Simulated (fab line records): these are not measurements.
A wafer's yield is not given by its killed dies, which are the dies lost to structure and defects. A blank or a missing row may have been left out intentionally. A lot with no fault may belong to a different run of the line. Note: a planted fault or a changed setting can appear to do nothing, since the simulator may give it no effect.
Chamber matching || flow n5 finfet || N5_BEOL_M14_CMP_49 on cmp-01: 4 sister chambers
The step polishes, stops on SiO2, t overpolish 5.2 s, target thk 560 nm. 4 wafers are shown with their chamber, then 7 later ones without.

== EACH WAFER AND ITS CHAMBER ==
{"wafer": "L190.4", "chamber": 1, "motor current A (A)": 8.2}
{"wafer": "L190.5", "chamber": 0, "motor current A (A)": 9.9}
{"wafer": "L192.1", "chamber": 3, "motor current A (A)": 8.0}
{"wafer": "L192.3", "chamber": 2, "motor current A (A)": 8.3}

== WAFERS MISSING THEIR CHAMBER ==
{"wafer": "L192.6", "motor current A (A)": 10.0}
{"wafer": "L197.1", "motor current A (A)": 9.8}
{"wafer": "L197.2", "motor current A (A)": 8.5}
{"wafer": "L197.6", "motor current A (A)": 8.4}
{"wafer": "L202.2", "motor current A (A)": 9.8}
{"wafer": "L202.4", "motor current A (A)": 8.5}
{"wafer": "L203.6", "motor current A (A)": 8.2}

== CHAMBER TAKEN BY EACH ==
{"wafer": "L192.6", "from the rows above": 0, "in truth": 0}
{"wafer": "L197.1", "from the rows above": 0, "in truth": 0}
{"wafer": "L197.2", "from the rows above": "can't be placed: 2 or 1", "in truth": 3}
{"wafer": "L197.6", "from the rows above": "can't be placed: 2 or 1", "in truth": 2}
{"wafer": "L202.2", "from the rows above": 0, "in truth": 0}
{"wafer": "L202.4", "from the rows above": "can't be placed: 2 or 1", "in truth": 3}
{"wafer": "L203.6", "from the rows above": "can't be placed: 1 or 2 or 3", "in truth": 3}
Correct placement for 3 of the 7. Cannot be placed on the basis of these rows: 4; the candidates contain the true chamber in 2. Wrongly placed: 0.
How it was worked out, from the rows above alone: a wafer's distance from a chamber is the root of the sum, over the readings, of the square of ((its reading less the chamber's mean) divided by the reading's scatter). The wafer belongs to the nearest chamber; if the next one is less than 2 further off, it can't be placed. Each chamber's mean is taken over the wafers shown for it. The scatter (one wafer shown for each chamber): square how far every hidden wafer sits from the nearest shown wafer, average those squares and take the square root.
